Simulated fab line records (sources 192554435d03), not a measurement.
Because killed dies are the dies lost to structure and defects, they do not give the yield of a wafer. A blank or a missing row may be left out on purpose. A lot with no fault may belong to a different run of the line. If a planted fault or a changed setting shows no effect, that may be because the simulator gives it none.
fab line records	flow n5Finfet	part 1 of 2: steps 1 to 25 of 30
record lots=5	wafers=15	lastDay=18
route steps=1938 shown DUMMY_REMOVAL@377 HKMG_FIN@385
lots that met no fault: taken from a fault-free run of the same line
startH: start of the lot's first displayed wafer, in hours after the record's first day	waitH: time in hours since the lot's previous step	" the same as in the row above	L1.1+2: one row covering several wafers at once	- value missing, or start not given	* or withheld: withheld	< > ~ a bound
route shown NAME@n: names a module that has steps shown in the file, with the first one's number in the route	usual: mean/standard deviation of fault-free wafers	same: alike in all rows	chamber/n: place in a boat	sites: the reading at each site	_std_site: their standard deviation	_edge_site: inner sites' mean taken away from outer sites' mean	radiusMm: how far each site lies from the wafer's centre	mask NAME#n: copy n	behind: the most recent tool/chamber to have shaped the wafer	hold: the reason the lot was held/the length of the hold in hours/how it ended	device: the n, p or np transistor that did not switch	end of line: the tests these same wafers got at the end of their route	for a step that has no rows: nothing shown but its recipe	killed: count of dies lost to structure and defects at first sort (not the wafer's yield)	map: dies across one wafer; x = killed, . = not, _ = none there
set.NAME: the setting the step ran with; set.NAME@STEP: the setting that earlier step ran with	model.NAME: the simulator's own value behind a step, which no gauge read
a table for each step, a row for each wafer; lots at some steps of the route
services: a tool's chamber out of use, with start hour (startH, from the record's first day; less than 0 if before it), hours out, and reason
## steps
# step N5_DUMMY_REMOVAL_HM_STRIP_01
# recipe chemistry=CH3F/O2	material=SiNx	targetDepthA=40	stopOn=poly-Si	timeS=6.8	overEtchFrac=0.3	ionEnergyEv=60	powerW=410	biasW=29	Ar_flow_sccm=150	CH3F_flow_sccm=30	O2_flow_sccm=20
# usual drypumpMotorCurrentA=5.6/0.34	oesProductAu=0.64/0.058	rfVppV=127.5/0.95	showerheadPlenumPTorr=2.00/0.055	throttleValvePct=16.30/0.19
lot.wafer	tool	chamber	startH	waitH	drypumpMotorCurrentA	oesProductAu	rfHoursCounterH	rfVppV	showerheadPlenumPTorr	throttleValvePct
L086.1	rieDiel-04	0	150.62	0.0	5.9	0.58	205	126.9	1.98	16.24
L086.2	"	3	"	"	5.4	0.61	157	127.5	2.07	16.26
L086.4	"	2	"	"	6.1	0.60	153	128.2	2.08	16.16
L087.2	rieDiel-02	1	153.30	0.0	6.1	0.73	34	127.0	2.04	16.58
L087.4	"	2	"	"	5.5	0.59	194	126.3	1.97	16.17
L087.6	"	1	"	"	6.1	0.74	-	127.2	2.04	16.60
L094.3	rieDiel-04	3	195.43	0.0	5.4	0.61	171	128.5	2.07	16.29
L094.5	"	0	"	"	6.0	0.58	-	127.0	1.98	16.26
L094.6	"	3	"	"	5.3	0.61	-	128.1	2.07	16.30
L096.1	rieDiel-02	2	205.58	0.0	5.5	0.58	207	126.6	1.97	16.18
L096.2	"	1	"	"	6.1	0.71	49	127.3	2.04	16.60
L096.6	"	2	"	"	5.5	0.58	-	128.0	1.97	16.18
L097.1	rieDiel-06	1	212.43	0.1	5.3	0.63	150	128.5	1.99	16.42
L097.4	"	3	"	"	5.5	0.60	192	128.2	1.91	16.61
L097.6	"	1	"	"	5.3	0.63	-	127.7	1.99	16.43
# step N5_DUMMY_REMOVAL_STRIP_10
# recipe chemistry=N2/H2	timeS=40	powerW=100	tempC=40	pressureMtorr=100	rfFrequencyHz=6e+07	biasPowerW=3	n2FlowSccm=300	h2FlowSccm=300
# usual drypumpMotorCurrentA=5.6/0.34	oesProductAu=0.79/0.075	rfVppV=45.3/0.86	showerheadPlenumPTorr=3.39/0.086	throttleValvePct=12.22/0.18
lot.wafer	tool	chamber	startH	waitH	drypumpMotorCurrentA	oesProductAu	rfHoursCounterH	rfVppV	showerheadPlenumPTorr	throttleValvePct
L086.1	rieDiel-04	0	150.65	0.0	5.9	0.71	205	45.8	3.34	12.16
L086.2	"	3	"	"	5.4	0.75	157	45.3	3.52	12.34
L086.4	"	2	"	"	6.1	0.74	153	45.9	3.49	12.08
L087.2	rieDiel-02	1	153.34	0.0	6.1	0.89	34	45.6	3.45	12.32
L087.4	"	2	"	"	5.6	0.71	194	44.5	3.38	12.27
L087.6	"	1	"	"	6.1	0.90	-	44.7	3.45	12.32
L094.3	rieDiel-04	3	195.47	0.0	5.4	0.73	171	46.8	3.51	12.37
L094.5	"	0	"	"	6.0	0.71	-	43.1	3.33	12.20
L094.6	"	3	"	"	5.4	0.74	-	44.7	3.51	12.38
L096.1	rieDiel-02	2	205.62	0.0	5.6	0.69	207	45.2	3.38	12.32
L096.2	"	1	"	"	6.1	0.88	49	47.3	3.44	12.35
L096.6	"	2	"	"	5.5	0.70	-	45.7	3.38	12.33
L097.1	rieDiel-06	1	212.47	0.0	5.4	0.77	150	45.6	3.38	12.35
L097.4	"	3	"	"	5.6	0.74	192	45.8	3.24	12.58
L097.6	"	1	"	"	5.3	0.76	-	44.0	3.38	12.33
# step N5_DUMMY_REMOVAL_PRECLEAN_07
# recipe chemistry=dHF	timeS=30	tempC=25	dilution=withheld
lot.wafer	tool	chamber	startH	waitH
L086.1+2+4	wetBench-04	3,6,2	150.75	0.1
L087.2+4+6	wetBench-04	3,0,4	153.43	0.1
L094.3+5+6	wetBench-03	4,3,0	195.56	0.1
L096.1+2+6	wetBench-03	2,3,5	205.71	0.1
L097.1+4+6	wetBench-03	7,1,6	212.56	0.1
# step N5_DUMMY_REMOVAL_DUMMY_REMOVE_02
# recipe chemistry=TMAH	tempC=70	target=poly-Si	stopOn=SiO2	targetDepthNm=142	concWtPct=5	timeS=57	dry=ipaMarangoni	rinseTimeS=30	rinseTempC=23
# same rinseTimeS=30
lot.wafer	tool	chamber	startH	waitH
L086.1+2+4	wetBench-04	3,6,2	150.76	0.0
L087.2+4+6	wetBench-04	3,0,4	153.44	0.0
L094.3+5+6	wetBench-03	4,3,0	195.57	0.0
L096.1+2+6	wetBench-03	2,3,5	205.74	0.0
L097.1+4+6	wetBench-03	7,1,6	212.58	0.0
# step N5_DUMMY_REMOVAL_INSPECT_06
# recipe inspectInstrument=brightfield	mode=aei
# usual rawDefectCount=11/5.2
lot.wafer	tool	chamber	startH	waitH	rawDefectCount
L086.1	defectInspect-02	-	150.81	0.0	10
L086.2	"	-	"	"	5
L086.4	"	-	"	"	6
L087.2	defectInspect-02	-	153.50	0.0	14
L087.4	"	-	"	"	9
L087.6	"	-	"	"	9
L094.3	defectInspect-01	-	195.63	0.0	11
L094.5	"	-	"	"	7
L094.6	"	-	"	"	13
L096.1	defectInspect-02	-	205.83	0.0	10
L096.2	"	-	"	"	10
L096.6	"	-	"	"	8
L097.1	defectInspect-01	-	212.67	0.0	13
L097.4	"	-	"	"	20
L097.6	"	-	"	"	7
# step N5_DUMMY_REMOVAL_PRECLEAN_08
# recipe chemistry=NF3:NH3	afsCycles=2	tempC=30	timeS=20	sublimationTempC=180	sublimationTimeS=60	pressureTorr=3	rfPowerW=30
# usual sublimationTempC=180.00/0.16
lot.wafer	tool	chamber	startH	waitH	sublimationTempC
L086.1	remotePlasma-02	1	150.85	0.0	179.89
L086.2	"	1	"	"	180.00
L086.4	"	1	"	"	179.87
L087.2	remotePlasma-01	1	153.65	0.2	180.21
L087.4	"	1	"	"	180.19
L087.6	"	1	"	"	179.92
L094.3	remotePlasma-01	0	195.73	0.1	180.16
L094.5	"	0	"	"	179.91
L094.6	"	0	"	"	180.09
L096.1	remotePlasma-02	0	205.87	0.0	179.82
L096.2	"	0	"	"	179.95
L096.6	"	0	"	"	179.94
L097.1	remotePlasma-01	0	212.71	0.0	179.80
L097.4	"	0	"	"	179.77
L097.6	"	0	"	"	179.83
# step N5_DUMMY_REMOVAL_PRECLEAN_04
# recipe chemistry=DHF	timeS=37	tempC=25	dilution=500:1
lot.wafer	tool	chamber	startH	waitH
L086.1+2+4	wetBench-04	0,2,4	151.06	0.2
L087.2+4+6	wetBench-03	6,1,0	153.83	0.2
L094.3+5+6	wetBench-06	5,4,0	195.88	0.1
L096.1+2+6	wetBench-03	2,5,6	206.14	0.2
L097.1+4+6	wetBench-03	7,3,5	212.92	0.2
# step N5_DUMMY_REMOVAL_SRD_05
# recipe dry=ipaMarangoni	doPpb=5	timeS=30	tempC=23	rinseLiquid=diw
# usual doPpb=5.00/0.047
lot.wafer	tool	chamber	startH	waitH	doPpb
L086.1	wetBench-04	0	151.07	0.0	4.97
L086.2	"	2	"	"	5.04
L086.4	"	4	"	"	4.94
L087.2	wetBench-03	6	153.84	0.0	5.04
L087.4	"	1	"	"	4.93
L087.6	"	0	"	"	4.98
L094.3	wetBench-06	5	195.89	0.0	5.07
L094.5	"	4	"	"	5.09
L094.6	"	0	"	"	4.93
L096.1	wetBench-03	2	206.17	0.0	5.05
L096.2	"	5	"	"	5.05
L096.6	"	6	"	"	5.04
L097.1	wetBench-03	7	212.94	0.0	5.01
L097.4	"	3	"	"	4.95
L097.6	"	5	"	"	5.01
# step N5_HKMG_FIN_IL_REGROW_00
# recipe material=SiO2	targetThkA=7.5	chemistry=O3	tempC=withheld	timeS=30
lot.wafer	tool	chamber	startH	waitH
L086.1+2+4	aldHk-01	0,1,2	151.12	0.0
L087.2+4+6	aldHk-01	2,0,2	153.89	0.0
L094.3+5+6	aldHk-03	0,1,0	195.94	0.0
L096.1+2+6	aldHk-02	2,3,0	206.24	0.0
L097.1+4+6	aldHk-02	1,2,0	213.01	0.0
# step N5_HKMG_FIN_HK_ALD_01
# recipe material=HfO2	targetThkA=16	tempC=withheld	aldPrecursorFamily=HfCl4	aldCoReactant=H2O	pulseTimeS=3	purgeTimeS=3	coReactantPurgeTimeS=2.5	coReactantPulseTimeS=0.3	aldCycles=30
# usual precursorPulseHeightRel=0.999/0.021
lot.wafer	tool	chamber	startH	waitH	precursorPulseHeightRel
L086.1	aldHk-01	0	151.17	0.0	1.017
L086.2	"	1	"	"	1.027
L086.4	"	2	"	"	0.986
L087.2	aldHk-01	2	153.94	0.0	1.031
L087.4	"	0	"	"	0.955
L087.6	"	2	"	"	1.003
L094.3	aldHk-03	0	195.99	0.0	0.996
L094.5	"	1	"	"	1.031
L094.6	"	0	"	"	0.998
L096.1	aldHk-02	2	206.29	0.0	1.001
L096.2	"	3	"	"	0.973
L096.6	"	0	"	"	1.036
L097.1	aldHk-02	1	213.06	0.0	1.032
L097.4	"	2	"	"	0.963
L097.6	"	0	"	"	1.004
# step N5_HKMG_FIN_HK_ANNEAL_02
# recipe tempC=700	timeS=30	ambient=N2	idleTempC=600	rampUpCPerS=150	rampDownCPerS=60	coolToC=600
# usual lampPowerPct=8.80/0.057	lamp_zone_1_pct=8.798/0.012	wafer_temp_C_max=702.9/0.68
lot.wafer	tool	chamber	startH	waitH	lampPowerPct	lamp_zone_1_pct	wafer_temp_C_max
L086.1	rtpAnneal-01	0	151.36	0.1	8.86	8.801	703.6
L086.2	"	0	"	"	8.80	8.786	701.7
L086.4	"	0	"	"	8.81	8.808	702.7
L087.2	rtpAnneal-01	0	154.16	0.1	8.81	8.784	702.2
L087.4	"	0	"	"	8.80	8.784	702.9
L087.6	"	0	"	"	8.79	8.803	704.9
L094.3	rtpAnneal-01	0	196.23	0.2	8.73	8.808	702.6
L094.5	"	0	"	"	8.79	8.784	703.6
L094.6	"	0	"	"	8.95	8.802	702.1
L096.1	rtpAnneal-01	0	206.47	0.1	8.76	8.812	701.8
L096.2	"	0	"	"	8.80	8.812	702.5
L096.6	"	0	"	"	8.85	8.792	702.9
L097.1	rtpAnneal-01	0	213.25	0.1	8.86	8.766	702.4
L097.4	"	0	"	"	8.90	8.804	702.6
L097.6	"	0	"	"	8.89	8.810	703.1
# step N5_HKMG_FIN_ALD_74
# recipe material=La2O3	targetThkA=5	tempC=250	aldPrecursorFamily=La-Cp	aldCoReactant=O3	pulseTimeS=6	coReactantPulseTimeS=1	purgeTimeS=3	coReactantPurgeTimeS=3
# usual heaterPowerW=351/29	precursorPulseHeightRel=0.996/0.019
lot.wafer	tool	chamber	startH	waitH	heaterPowerW	precursorPulseHeightRel
L086.1	aldHk-03	0	151.57	0.2	379	0.988
L086.2	"	3	"	"	398	1.019
L086.4	"	1	"	"	359	1.000
L087.2	aldHk-03	2	154.34	0.2	364	0.990
L087.4	"	3	"	"	385	0.985
L087.6	"	3	"	"	391	1.028
L094.3	aldHk-02	1	196.39	0.1	385	1.018
L094.5	"	1	"	"	389	0.973
L094.6	"	0	"	"	334	0.994
L096.1	aldHk-01	2	206.70	0.2	345	1.004
L096.2	"	1	"	"	381	0.976
L096.6	"	2	"	"	341	0.985
L097.1	aldHk-01	1	213.46	0.2	366	0.997
L097.4	"	3	"	"	334	1.020
L097.6	"	3	"	"	336	0.999
# step N5_HKMG_FIN_ALD_75
# recipe material=Al2O3	targetThkA=10	tempC=150	aldPrecursorFamily=TMA	aldCoReactant=H2O	pulseTimeS=withheld	coReactantPulseTimeS=1
# usual heaterPowerW=152/12	precursorPulseHeightRel=1.000/0.02
lot.wafer	tool	chamber	startH	waitH	heaterPowerW	precursorPulseHeightRel
L086.1	aldHk-03	0	151.65	0.0	160	0.977
L086.2	"	3	"	"	168	1.018
L086.4	"	1	"	"	151	0.985
L087.2	aldHk-03	2	154.42	0.0	155	0.986
L087.4	"	3	"	"	165	1.008
L087.6	"	3	"	"	171	0.967
L094.3	aldHk-02	1	196.46	0.0	170	1.011
L094.5	"	1	"	"	173	1.008
L094.6	"	0	"	"	148	1.044
L096.1	aldHk-01	2	206.78	0.0	147	1.023
L096.2	"	1	"	"	162	1.002
L096.6	"	2	"	"	149	0.994
L097.1	aldHk-01	1	213.54	0.0	161	1.008
L097.4	"	3	"	"	145	1.015
L097.6	"	3	"	"	141	1.011
# step N5_HKMG_FIN_COAT_41
# recipe resist=SOC	tempC=250	timeS=60	spinRpm=1500	resistThkNm=300
# usual plateTempC=250.01/0.18
lot.wafer	tool	chamber	startH	waitH	plateTempC
L086.1	lithoTrack-04	0	151.75	-	249.79
L086.2	"	0	"	"	250.01
L086.4	"	0	"	"	250.10
L087.2	lithoTrack-05	0	154.52	-	249.91
L087.4	"	0	"	"	249.76
L087.6	"	0	"	"	249.78
L094.3	lithoTrack-04	0	196.56	-	250.03
L094.5	"	0	"	"	250.06
L094.6	"	0	"	"	250.02
L096.1	lithoTrack-05	0	206.88	-	250.03
L096.2	"	0	"	"	249.93
L096.6	"	0	"	"	249.87
L097.1	lithoTrack-04	0	213.63	-	249.97
L097.4	"	0	"	"	249.84
L097.6	"	0	"	"	249.88
# step N5_HKMG_FIN_COAT_42
# recipe resist=SiARC	tempC=220	timeS=60	spinRpm=1500	resistThkNm=35
# usual plateTempC=219.99/0.16
lot.wafer	tool	chamber	startH	waitH	plateTempC
L086.1	lithoTrack-04	0	-	-	220.22
L086.2	"	0	"	"	220.29
L086.4	"	0	"	"	220.35
L087.2	lithoTrack-05	0	-	-	220.02
L087.4	"	0	"	"	220.09
L087.6	"	0	"	"	219.99
L094.3	lithoTrack-04	0	-	-	220.11
L094.5	"	0	"	"	220.10
L094.6	"	0	"	"	220.07
L096.1	lithoTrack-05	0	-	-	220.16
L096.2	"	0	"	"	220.16
L096.6	"	0	"	"	219.91
L097.1	lithoTrack-04	0	-	-	219.69
L097.4	"	0	"	"	219.98
L097.6	"	0	"	"	219.98
# step N5_HKMG_FIN_COAT_43
# recipe resist=CAR-ArF	spinRpm=1500	resistThkNm=90
lot.wafer	tool	chamber	startH	waitH
L086.1+2+4	lithoTrack-04	0	-	-
L087.2+4+6	lithoTrack-05	0	-	-
L094.3+5+6	lithoTrack-04	0	-	-
L096.1+2+6	lithoTrack-05	0	-	-
L097.1+4+6	lithoTrack-04	0	-	-
# step N5_HKMG_FIN_EBR_45
# recipe solvent=PGMEA	ebrWidthMm=1.5
lot.wafer	tool	chamber	startH	waitH
L086.1+2+4	lithoTrack-04	0	-	-
L087.2+4+6	lithoTrack-05	0	-	-
L094.3+5+6	lithoTrack-04	0	-	-
L096.1+2+6	lithoTrack-05	0	-	-
L097.1+4+6	lithoTrack-04	0	-	-
# step N5_HKMG_FIN_SOFTBAKE_44
# recipe tempC=110	timeS=60	resist=CAR-ArF
# usual plateTempC=110.01/0.14
lot.wafer	tool	chamber	startH	waitH	plateTempC
L086.1	lithoTrack-04	0	-	-	110.27
L086.2	"	0	"	"	110.15
L086.4	"	0	"	"	110.17
L087.2	lithoTrack-05	0	-	-	109.93
L087.4	"	0	"	"	109.92
L087.6	"	0	"	"	109.96
L094.3	lithoTrack-04	0	-	-	109.90
L094.5	"	0	"	"	109.95
L094.6	"	0	"	"	109.91
L096.1	lithoTrack-05	0	-	-	109.95
L096.2	"	0	"	"	109.93
L096.6	"	0	"	"	109.96
L097.1	lithoTrack-04	0	-	-	110.11
L097.4	"	0	"	"	109.79
L097.6	"	0	"	"	110.15
# step N5_HKMG_FIN_EXPOSE_46
# recipe maskId=NDIPOLE	na=1.35	sourceShape=conventional	sigmaOuter=0.8	polarization=unpolarized	doseMj=40
lot.wafer	tool	chamber	startH	waitH	mask
L086.1+2+4	arfiScanner-01	0	151.86	-	NDIPOLE#0
L087.2+4+6	arfiScanner-01	0	154.64	-	NDIPOLE#0
L094.3+5+6	arfiScanner-01	0	196.82	-	NDIPOLE#0
L096.1+2+6	arfiScanner-01	0	206.99	-	NDIPOLE#0
L097.1+4+6	arfiScanner-01	0	213.75	-	NDIPOLE#0
# step N5_HKMG_FIN_PEB_47
# recipe pebTempC=withheld	pebTimeS=60	resist=CAR-ArF
lot.wafer	tool	chamber	startH	waitH
L086.1+2+4	lithoTrack-05	0	151.92	0.1
L087.2+4+6	lithoTrack-04	0	154.69	0.0
L094.3+5+6	lithoTrack-03	0	196.87	0.0
L096.1+2+6	lithoTrack-03	0	207.05	0.1
L097.1+4+6	lithoTrack-03	0	213.81	0.1
# step N5_HKMG_FIN_DEVELOP_48
# recipe developTimeS=30	developer=TMAH	resist=CAR-ArF	rinseLiquid=diw	dry=airSpin	devTempC=23
lot.wafer	tool	chamber	startH	waitH
L086.1+2+4	lithoTrack-05	0	-	-
L087.2+4+6	lithoTrack-04	0	-	-
L094.3+5+6	lithoTrack-03	0	-	-
L096.1+2+6	lithoTrack-03	0	-	-
L097.1+4+6	lithoTrack-03	0	-	-
# step N5_HKMG_FIN_CD_MEAS_49
# recipe targetCdNm=202	landingEnergyEv=500	detector=seInlens	polarity=opening
# usual cdNm=202.2/0.69
lot.wafer	tool	chamber	startH	waitH	cdNm
L086.1	cdSem-02	0	151.99	-	200.6
L086.2	"	0	"	"	201.4
L086.4	"	0	"	"	202.2
L087.2	cdSem-03	0	154.76	-	201.9
L087.4	"	0	"	"	202.0
L087.6	"	0	"	"	201.9
L094.3	cdSem-01	0	196.93	-	202.9
L094.5	"	0	"	"	202.5
L094.6	"	0	"	"	201.9
L096.1	cdSem-01	0	207.12	-	202.6
L096.2	"	0	"	"	202.0
L096.6	"	0	"	"	202.5
L097.1	cdSem-01	0	213.88	-	201.2
L097.4	"	0	"	"	200.5
L097.6	"	0	"	"	201.6
# step N5_HKMG_FIN_OVL_MEAS_50
# recipe pointsPerWafer=44
# usual NDIPOLE_OVL=0.0/0.65
lot.wafer	tool	chamber	startH	waitH	NDIPOLE_OVL[nm]
L086.1	overlay-01	0	152.02	0.0	-0.7
L086.2	"	0	"	"	-0.2
L086.4	"	0	"	"	-0.7
L087.2	overlay-02	0	154.79	0.0	-0.3
L087.4	"	0	"	"	0.0
L087.6	"	0	"	"	0.4
L094.3	overlay-02	0	196.96	0.0	-0.4
L094.5	"	0	"	"	0.4
L094.6	"	0	"	"	-0.7
L096.1	overlay-01	0	207.15	0.0	0.9
L096.2	"	0	"	"	0.5
L096.6	"	0	"	"	0.7
L097.1	overlay-01	0	213.91	0.0	-0.9
L097.4	"	0	"	"	-1.4
L097.6	"	0	"	"	-1.5
# step N5_HKMG_FIN_INSPECT_61
# recipe mode=adi	inspectInstrument=macro
# usual rawDefectCount=1.9/1.5
lot.wafer	tool	chamber	startH	waitH	rawDefectCount
L086.1	defectInspect-01	-	152.04	0.0	3
L086.2	"	-	"	"	1
L086.4	"	-	"	"	2
L087.2	defectInspect-01	-	154.81	0.0	1
L087.4	"	-	"	"	4
L087.6	"	-	"	"	1
L094.3	defectInspect-02	-	196.99	0.0	1
L094.5	"	-	"	"	2
L094.6	"	-	"	"	1
L096.1	defectInspect-02	-	207.17	0.0	0
L096.2	"	-	"	"	0
L096.6	"	-	"	"	0
L097.1	defectInspect-01	-	213.93	0.0	0
L097.4	"	-	"	"	0
L097.6	"	-	"	"	2
# step N5_HKMG_FIN_DESCUM_53
# recipe chemistry=O2	timeS=7.9	sourcePowerW=50	biasPowerW=20	pressureMtorr=20	rfFrequencyHz=2.712e+07	tempC=40	resist=CAR-ArF	o2FlowSccm=225
# usual drypumpMotorCurrentA=5.7/0.48	oesProductAu=0.77/0.086	rfVppV=244.2/0.99	showerheadPlenumPTorr=2.16/0.03	throttleValvePct=20.37/0.19
lot.wafer	tool	chamber	startH	waitH	drypumpMotorCurrentA	oesProductAu	rfHoursCounterH	rfVppV	showerheadPlenumPTorr	throttleValvePct
L086.1	rieDiel-03	1	152.37	0.3	5.3	0.91	27	244.7	2.15	20.45
L086.2	"	2	"	"	5.3	0.69	213	244.7	2.17	20.27
L086.4	"	2	"	"	5.3	0.69	-	244.4	2.17	20.28
L087.2	rieDiel-05	2	154.85	0.0	5.9	0.69	237	244.3	2.13	20.54
L087.4	"	0	"	"	6.5	0.72	194	244.9	2.15	20.13
L087.6	"	0	"	"	6.4	0.72	-	245.1	2.15	20.14
L094.3	rieDiel-01	3	197.02	0.0	6.3	0.72	218	245.2	2.13	20.26
L094.5	"	1	"	"	5.7	0.77	-	244.6	2.20	20.37
L094.6	"	2	"	"	5.2	0.96	-	243.0	2.15	20.57
L096.1	rieDiel-05	3	207.28	0.1	5.7	0.66	249	242.0	2.06	20.83
L096.2	"	1	"	"	5.1	0.75	148	243.8	2.09	20.08
L096.6	"	3	"	"	5.7	0.66	-	241.7	2.06	20.82
L097.1	rieDiel-01	1	213.97	0.0	5.7	0.76	122	244.2	2.20	20.39
L097.4	"	0	"	"	6.4	0.73	197	244.4	2.17	20.37
L097.6	"	3	"	"	6.3	0.72	-	244.5	2.13	20.28
